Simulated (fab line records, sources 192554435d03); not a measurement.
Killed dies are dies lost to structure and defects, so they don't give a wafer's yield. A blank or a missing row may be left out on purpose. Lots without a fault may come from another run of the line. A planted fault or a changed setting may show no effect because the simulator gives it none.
Which tool did it? | flow n5_finfet | 24 lots, 72 wafers sampled, at 6 steps of a route of 1938

WHAT THE GAUGES READ, wafer by wafer
N5_SDB_OVL_MEAS_12.
lot  | measured    | on         | SDB_OVL (nm)
L074 | day 3 17:05 | overlay-01 | 0.2 0.0 0.8
L075 | day 4 02:24 | overlay-01 | 0.6 0.6 0.8
L076 | day 4 06:04 | overlay-01 | 0.5 0.7 0.8
L077 | day 4 11:08 | overlay-01 | -0.1 0.5 0.7
L078 | day 4 17:22 | overlay-02 | 1.0 1.3 0.0
L079 | day 4 23:42 | overlay-01 | -0.4 0.6 -0.1
L080 | day 5 06:04 | overlay-01 | -0.2 0.4 0.1
L081 | day 5 11:19 | overlay-02 | 0.4 0.2 -0.3
L082 | day 5 18:34 | overlay-01 | 0.6 0.3 0.4
L083 | day 6 00:18 | overlay-02 | 0.1 0.9 -0.2
L084 | day 6 08:01 | overlay-01 | -0.3 -0.3 0.0
L085 | day 6 16:43 | overlay-02 | -0.4 -0.5 -0.2
L086 | day 6 19:55 | overlay-01 | 1.1 -1.3 -0.1
L087 | day 7 06:27 | overlay-02 | 0.7 1.3 0.7
L088 | day 7 08:05 | overlay-01 | 0.5 0.7 0.1
L089 | day 7 14:01 | overlay-02 | 0.6 -0.1 -0.4
L090 | day 7 21:24 | overlay-01 | -0.7 0.9 0.0
L091 | day 8 00:23 | overlay-02 | -1.4 -0.3 -1.5
L092 | day 8 09:20 | overlay-02 | -1.0 -0.6 0.6
L093 | day 8 19:04 | overlay-02 | 1.2 0.5 0.3
L094 | day 8 21:07 | overlay-01 | 0.4 -0.3 1.2
L095 | day 9 00:43 | overlay-02 | -0.4 -0.4 0.5
L096 | day 9 09:41 | overlay-01 | 0.4 -0.6 0.1
L097 | day 9 14:58 | overlay-02 | 0.2 0.4 -1.4

N5_SDB_THK_MEAS_31.
lot  | measured    | on            | SDB_THK (nm)
L074 | day 3 21:34 | film_metro-02 | 64.9 64.2 66.1
L075 | day 4 06:56 | film_metro-02 | 64.2 64.5 64.9
L076 | day 4 10:05 | film_metro-01 | 64.3 61.2 63.6
L077 | day 4 15:07 | film_metro-01 | 62.8 61.7 62.6
L078 | day 4 21:14 | film_metro-01 | 63.4 64.2 64.0
L079 | day 5 03:38 | film_metro-01 | 64.7 64.4 65.2
L080 | day 5 10:17 | film_metro-01 | 64.0 64.0 62.9
L081 | day 5 15:25 | film_metro-02 | 65.0 63.8 62.6
L082 | day 5 22:36 | film_metro-01 | 65.3 65.1 63.7
L083 | day 6 04:46 | film_metro-01 | 63.9 64.6 62.1
L084 | day 6 11:56 | film_metro-02 | 63.9 62.7 63.2
L085 | day 6 20:36 | film_metro-02 | 65.4 63.4 65.1
L086 | day 7 00:15 | film_metro-02 | 64.6 63.7 64.4
L087 | day 7 10:20 | film_metro-02 | 62.2 62.8 62.1
L088 | day 7 11:58 | film_metro-02 | 61.0 62.2 62.9
L089 | day 7 18:11 | film_metro-01 | 63.7 62.0 63.4
L090 | day 8 01:22 | film_metro-01 | 65.5 65.6 63.8
L091 | day 8 04:32 | film_metro-01 | 62.8 61.7 63.0
L092 | day 8 13:21 | film_metro-01 | 64.5 61.4 61.6
L093 | day 8 23:58 | film_metro-02 | 64.7 65.1 64.6
L094 | day 9 02:53 | film_metro-02 | 64.6 64.5 64.8
L095 | day 9 05:02 | film_metro-02 | 63.9 64.8 64.2
L096 | day 9 14:28 | film_metro-02 | 64.7 64.0 64.2
L097 | day 9 18:56 | film_metro-02 | 64.6 62.9 62.5

WHICH TOOL RAN EACH LOT (tool, then ch and the chambers of the sampled wafers, then the start)
lot  | N5_SD_EPI_N_ETCH_16               | N5_SD_EPI_N_VAPOR_ETCH_50      | N5_SD_ACTIVATION_RTA_00         | N5_SDB_ETCH_17
L074 | rie_diel-06 ch 1,3, day 3 02:02   | epi_rpcvd-01 ch 0, day 3 02:54 | rtp_anneal-01 ch 0, day 3 09:41 | rie_diel-04 ch 0, day 3 17:11
L075 | rie_diel-06 ch 1,3, day 3 10:55   | epi_rpcvd-02 ch 0, day 3 11:48 | rtp_anneal-01 ch 0, day 3 18:34 | rie_diel-04 ch 1,2, day 4 02:29
L076 | rie_diel-06 ch 0,2,3, day 3 14:20 | epi_rpcvd-01 ch 0, day 3 15:15 | rtp_anneal-02 ch 0, day 3 22:36 | rie_diel-06 ch 0,1,2, day 4 06:11
L077 | rie_diel-05 ch 0,3, day 3 19:56   | epi_rpcvd-02 ch 0, day 3 20:51 | rtp_anneal-01 ch 0, day 4 03:46 | rie_diel-06 ch 1,2, day 4 11:13
L078 | rie_diel-04 ch 1,2,3, day 4 01:08 | epi_rpcvd-02 ch 0, day 4 02:01 | rtp_anneal-01 ch 0, day 4 09:08 | rie_diel-05 ch 0,1,2, day 4 17:27
L079 | rie_diel-05 ch 0,1, day 4 06:47   | epi_rpcvd-01 ch 0, day 4 07:59 | rtp_anneal-02 ch 0, day 4 16:14 | rie_diel-06 ch 1,2, day 4 23:47
L080 | rie_diel-06 ch 0,2,3, day 4 13:28 | epi_rpcvd-01 ch 0, day 4 14:22 | rtp_anneal-01 ch 0, day 4 21:04 | rie_diel-04 ch 0,2, day 5 06:17
L081 | rie_diel-05 ch 0,2, day 4 18:22   | epi_rpcvd-01 ch 0, day 4 19:16 | rtp_anneal-02 ch 0, day 5 03:44 | rie_diel-04 ch 0,1,3, day 5 11:37
L082 | rie_diel-04 ch 0,1,3, day 5 02:15 | epi_rpcvd-02 ch 0, day 5 03:15 | rtp_anneal-01 ch 0, day 5 10:34 | rie_diel-05 ch 0,1,2, day 5 18:39
L083 | rie_diel-05 ch 1,2,3, day 5 07:36 | epi_rpcvd-02 ch 0, day 5 08:37 | rtp_anneal-02 ch 0, day 5 16:05 | rie_diel-04 ch 0,1,3, day 6 00:41
L084 | rie_diel-04 ch 1,2,3, day 5 15:54 | epi_rpcvd-02 ch 0, day 5 17:08 | rtp_anneal-02 ch 0, day 6 00:31 | rie_diel-05 ch 0,1,3, day 6 08:07
L085 | rie_diel-04 ch 0,1,3, day 5 22:23 | epi_rpcvd-02 ch 0, day 5 23:54 | rtp_anneal-02 ch 0, day 6 09:05 | rie_diel-05 ch 2,3, day 6 16:48
L086 | rie_diel-06 ch 0,1,3, day 6 03:57 | epi_rpcvd-03 ch 0, day 6 04:50 | rtp_anneal-02 ch 0, day 6 12:21 | rie_diel-05 ch 1,2,3, day 6 20:28
L087 | rie_diel-05 ch 0,1,3, day 6 09:35 | epi_rpcvd-02 ch 0, day 6 11:01 | rtp_anneal-01 ch 0, day 6 22:44 | rie_diel-05 ch 0,1, day 7 06:33
L088 | rie_diel-06 ch 0,3, day 6 15:47   | epi_rpcvd-01 ch 0, day 6 16:43 | rtp_anneal-02 ch 0, day 7 00:17 | rie_diel-04 ch 0,1,2, day 7 08:10
L089 | rie_diel-06 ch 2,3, day 6 20:10   | epi_rpcvd-02 ch 0, day 6 21:19 | rtp_anneal-02 ch 0, day 7 06:38 | rie_diel-04 ch 0,1,2, day 7 14:22
L090 | rie_diel-05 ch 1,2,3, day 7 03:28 | epi_rpcvd-02 ch 0, day 7 04:50 | rtp_anneal-02 ch 0, day 7 14:01 | rie_diel-05 ch 0,1,2, day 7 21:29
L091 | rie_diel-05 ch 0,2, day 7 06:10   | epi_rpcvd-01 ch 0, day 7 07:17 | rtp_anneal-02 ch 0, day 7 16:54 | rie_diel-06 ch 0,1,2, day 8 00:28
L092 | rie_diel-04 ch 1,2, day 7 17:14   | epi_rpcvd-03 ch 0, day 7 18:08 | rtp_anneal-02 ch 0, day 8 01:34 | rie_diel-06 ch 0,1,2, day 8 09:25
L093 | rie_diel-05 ch 0,2,3, day 8 01:37 | epi_rpcvd-02 ch 0, day 8 02:53 | rtp_anneal-01 ch 0, day 8 11:15 | rie_diel-06 ch 0,1,2, day 8 19:10
L094 | rie_diel-04 ch 2,3, day 8 02:10   | epi_rpcvd-03 ch 0, day 8 03:25 | rtp_anneal-01 ch 0, day 8 12:55 | rie_diel-04 ch 0,2, day 8 21:12
L095 | rie_diel-05 ch 0,1,3, day 8 08:32 | epi_rpcvd-03 ch 0, day 8 09:26 | rtp_anneal-01 ch 0, day 8 16:33 | rie_diel-04 ch 0,2, day 9 01:15
L096 | rie_diel-04 ch 0,1, day 8 12:39   | epi_rpcvd-02 ch 0, day 8 13:56 | rtp_anneal-01 ch 0, day 9 02:02 | rie_diel-06 ch 0,1,2, day 9 09:59
L097 | rie_diel-04 ch 0,1,2, day 8 22:32 | epi_rpcvd-03 ch 0, day 8 23:25 | rtp_anneal-02 ch 0, day 9 06:58 | rie_diel-06 ch 0,3, day 9 15:04
- N5_SD_EPI_N_ETCH_16: etches SiO2 in CHF3/O2, target depth 5 nm.
- N5_SD_EPI_N_VAPOR_ETCH_50: etches Si in HCl, time 54 s.
- N5_SD_ACTIVATION_RTA_00: time 0 s.
- N5_SDB_ETCH_17: etches SiARC in CF4, target depth 23.4 nm, time 39 s.

WHAT THE TOOLS THEMSELVES READ (means of the sampled wafers that have a number; where no wafer has one, the mark that the record gives instead)
N5_SD_EPI_N_ETCH_16.
lot  | tool        | drypump_motor_current_A (A) | mfc_ar_sccm (sccm) | oes_product_au (a.u.) | rf_vpp_V (V) | showerhead_plenum_p_Torr (Torr) | throttle_valve_pct (%)
L074 | rie_diel-06 | 5.1                         | 199.6              | 0.73                  | 520          | 2.34                            | 19.20
L075 | rie_diel-06 | 5.1                         | 199.9              | 0.72                  | 520          | 2.34                            | 19.20
L076 | rie_diel-06 | 5.0                         | 199.6              | 0.75                  | 509          | 2.35                            | 19.02
L077 | rie_diel-05 | 6.1                         | 200.0              | 0.77                  | 518          | 2.46                            | 19.09
L078 | rie_diel-04 | 5.7                         | 199.8              | 0.83                  | 521          | 2.37                            | 18.93
L079 | rie_diel-05 | 5.4                         | 200.1              | 0.93                  | 518          | 2.44                            | 18.89
L080 | rie_diel-06 | 5.0                         | 199.3              | 0.75                  | 508          | 2.35                            | 19.04
L081 | rie_diel-05 | 5.6                         | 200.1              | 0.88                  | 522          | 2.54                            | 18.76
L082 | rie_diel-04 | 5.6                         | 199.5              | 0.75                  | 523          | 2.41                            | 18.88
L083 | rie_diel-05 | 5.6                         | 199.8              | 0.85                  | 515          | 2.40                            | 18.73
L084 | rie_diel-04 | 5.7                         | 200.0              | 0.82                  | 520          | 2.37                            | 18.95
L085 | rie_diel-04 | 5.5                         | 200.0              | 0.75                  | 524          | 2.41                            | 18.88
L086 | rie_diel-06 | 5.1                         | 199.8              | 0.74                  | 517          | 2.35                            | 19.14
L087 | rie_diel-05 | 5.8                         | 200.1              | 0.80                  | 515          | 2.40                            | 18.98
L088 | rie_diel-06 | 4.8                         | 199.4              | 0.71                  | 508          | 2.31                            | 19.15
L089 | rie_diel-06 | 5.0                         | 199.5              | 0.70                  | 510          | 2.32                            | 19.18
L090 | rie_diel-05 | 5.6                         | 200.2              | 0.83                  | 514          | 2.39                            | 18.74
L091 | rie_diel-05 | 5.6                         | 200.0              | 0.84                  | 522          | 2.53                            | 18.79
L092 | rie_diel-04 | 6.0                         | 199.5              | 0.79                  | 520          | 2.32                            | 18.84
L093 | rie_diel-05 | 5.9                         | 200.5              | 0.77                  | 517          | 2.45                            | 18.92
L094 | rie_diel-04 | 5.9                         | 200.0              | 0.83                  | 516          | 2.39                            | 19.12
L095 | rie_diel-05 | 5.8                         | 200.3              | 0.78                  | 514          | 2.40                            | 18.99
L096 | rie_diel-04 | 5.8                         | 199.6              | 0.70                  | 523          | 2.42                            | 18.87
L097 | rie_diel-04 | 6.0                         | 199.8              | 0.76                  | 520          | 2.38                            | 18.93

N5_SD_EPI_N_VAPOR_ETCH_50.
lot  | tool         | throttle_valve_pct (%)
L074 | epi_rpcvd-01 | 11.6
L075 | epi_rpcvd-02 | 11.2
L076 | epi_rpcvd-01 | 11.6
L077 | epi_rpcvd-02 | 11.1
L078 | epi_rpcvd-02 | 11.0
L079 | epi_rpcvd-01 | 11.7
L080 | epi_rpcvd-01 | 11.7
L081 | epi_rpcvd-01 | 11.7
L082 | epi_rpcvd-02 | 11.0
L083 | epi_rpcvd-02 | 11.1
L084 | epi_rpcvd-02 | 11.1
L085 | epi_rpcvd-02 | 11.3
L086 | epi_rpcvd-03 | 11.8
L087 | epi_rpcvd-02 | 11.2
L088 | epi_rpcvd-01 | 11.5
L089 | epi_rpcvd-02 | 11.0
L090 | epi_rpcvd-02 | 11.1
L091 | epi_rpcvd-01 | 11.7
L092 | epi_rpcvd-03 | 11.9
L093 | epi_rpcvd-02 | 11.1
L094 | epi_rpcvd-03 | 11.9
L095 | epi_rpcvd-03 | 12.0
L096 | epi_rpcvd-02 | 11.0
L097 | epi_rpcvd-03 | 11.9

N5_SD_ACTIVATION_RTA_00.
lot  | tool          | lamp_power_pct (%) | lamp_zone_5_pct (%) | wafer_temp_C_max
L074 | rtp_anneal-01 | 8.90               | 8.931               | 975.4
L075 | rtp_anneal-01 | 8.98               | 8.954               | 975.4
L076 | rtp_anneal-02 | 8.96               | 8.983               | 974.1
L077 | rtp_anneal-01 | 8.98               | 8.970               | 974.9
L078 | rtp_anneal-01 | 8.93               | 8.961               | 974.0
L079 | rtp_anneal-02 | 8.96               | 8.967               | 974.3
L080 | rtp_anneal-01 | 8.96               | 8.961               | 975.5
L081 | rtp_anneal-02 | 8.88               | 8.943               | 973.6
L082 | rtp_anneal-01 | 8.95               | 8.964               | 974.5
L083 | rtp_anneal-02 | 8.97               | 8.945               | 974.1
L084 | rtp_anneal-02 | 8.94               | 8.959               | 974.2
L085 | rtp_anneal-02 | 8.97               | 8.910               | 977.1
L086 | rtp_anneal-02 | 8.95               | 8.933               | 976.0
L087 | rtp_anneal-01 | 8.96               | 8.958               | 972.5
L088 | rtp_anneal-02 | 9.00               | 8.956               | 975.3
L089 | rtp_anneal-02 | 8.91               | 8.965               | 973.1
L090 | rtp_anneal-02 | 9.01               | 8.951               | 975.2
L091 | rtp_anneal-02 | 8.93               | 8.945               | 972.9
L092 | rtp_anneal-02 | 8.93               | 8.943               | 976.2
L093 | rtp_anneal-01 | 8.93               | 8.987               | 975.1
L094 | rtp_anneal-01 | 8.97               | 8.958               | 976.3
L095 | rtp_anneal-01 | 8.93               | 8.955               | 972.9
L096 | rtp_anneal-01 | 8.94               | 8.973               | 974.3
L097 | rtp_anneal-02 | 8.97               | 8.937               | 975.2

N5_SDB_ETCH_17.
lot  | tool        | cf4_flow_sccm (sccm) | drypump_motor_current_A (A) | etch_rf_on_time_s (s) | mfc_ar_sccm (sccm) | oes_product_au (a.u.) | rf_vpp_V (V) | showerhead_plenum_p_Torr (Torr) | throttle_valve_pct (%)
L074 | rie_diel-04 | 100.2                | 5.7                         | 40.3                  | 100.0              | 0.61                  | 184.2        | 2.21                            | 15.56
L075 | rie_diel-04 | 100.1                | 6.2                         | 38.7                  | 99.9               | 0.74                  | 183.6        | 2.09                            | 15.60
L076 | rie_diel-06 | 99.9                 | 5.2                         | 38.6                  | 100.0              | 0.66                  | 184.3        | 2.12                            | 15.72
L077 | rie_diel-06 | 99.9                 | 5.4                         | 38.3                  | 99.7               | 0.66                  | 184.3        | 2.14                            | 15.78
L078 | rie_diel-05 | 100.4                | 5.4                         | 38.8                  | 99.9               | 0.77                  | 185.7        | 2.21                            | 15.51
L079 | rie_diel-06 | 99.9                 | 5.4                         | 37.7                  | 100.3              | 0.66                  | 184.2        | 2.13                            | 15.78
L080 | rie_diel-04 | 100.0                | 5.9                         | 39.5                  | 100.2              | 0.65                  | 183.8        | 2.17                            | 15.62
L081 | rie_diel-04 | 99.9                 | 5.6                         | 38.8                  | 100.2              | 0.65                  | 183.9        | 2.14                            | 15.57
L082 | rie_diel-05 | 99.8                 | 5.4                         | 39.4                  | 100.2              | 0.74                  | 185.3        | 2.21                            | 15.53
L083 | rie_diel-04 | 99.8                 | 5.5                         | 39.8                  | 99.7               | 0.63                  | 184.3        | 2.14                            | 15.59
L084 | rie_diel-05 | 99.8                 | 5.8                         | 39.1                  | 100.2              | 0.68                  | 184.2        | 2.14                            | 15.68
L085 | rie_diel-05 | 100.2                | 5.7                         | 40.3                  | 99.9               | 0.70                  | 185.1        | 2.18                            | 15.43
L086 | rie_diel-05 | 99.9                 | 5.6                         | 39.9                  | 100.1              | 0.70                  | 184.1        | 2.13                            | 15.49
L087 | rie_diel-05 | 100.1                | 5.3                         | 39.1                  | 100.1              | 0.74                  | 184.3        | 2.16                            | 15.62
L088 | rie_diel-04 | 100.1                | 6.0                         | 39.3                  | 99.7               | 0.65                  | 183.3        | 2.11                            | 15.60
L089 | rie_diel-04 | 100.3                | 6.0                         | 39.2                  | 100.0              | 0.65                  | 183.8        | 2.11                            | 15.61
L090 | rie_diel-05 | 100.3                | 5.5                         | 39.2                  | 100.0              | 0.72                  | 184.0        | 2.21                            | 15.56
L091 | rie_diel-06 | 100.1                | 5.2                         | 38.1                  | 100.1              | 0.65                  | 183.2        | 2.11                            | 15.78
L092 | rie_diel-06 | 100.1                | 5.2                         | 38.1                  | 100.1              | 0.64                  | 183.6        | 2.11                            | 15.80
L093 | rie_diel-06 | 100.2                | 5.2                         | 38.0                  | 100.1              | 0.64                  | 183.1        | 2.10                            | 15.80
L094 | rie_diel-04 | 100.0                | 6.1                         | 38.7                  | 100.3              | 0.68                  | 183.1        | 2.13                            | 15.72
L095 | rie_diel-04 | 100.2                | 5.9                         | 39.8                  | 99.8               | 0.63                  | 184.8        | 2.16                            | 15.69
L096 | rie_diel-06 | 99.8                 | 5.2                         | 38.5                  | 99.9               | 0.63                  | 183.2        | 2.10                            | 15.81
L097 | rie_diel-06 | 99.9                 | 4.8                         | 38.7                  | 100.0              | 0.70                  | 183.9        | 2.13                            | 15.59

THE ANSWER, worked out from the rows above alone
Rule: what is usual is taken from the lots themselves. Put in order of their means at a reading, lots are off if they are a third of the lots or fewer, leave a main group of 4 or more, and stand apart from it by a gap of 3 or more times the standard deviation of the main group's means; of several such gaps the widest counts. A main group whose means are all the same, to the digits that the tables above print for the reading, isn't used. A lot without any number at a reading at which 4 lots or more have one is off too. The other lots that the step has rows for count as sound. The gauges are gone through in route order, then the tools' own readings, and for those a lot's mean is taken as printed above. The first step at which some lot is off is used, and at that step the reading that is off furthest; a lot without a number counts as furthest.
No lot is off at any reading shown: from this, nothing can be told.

WHAT THE SIMULATOR HAD PUT IN
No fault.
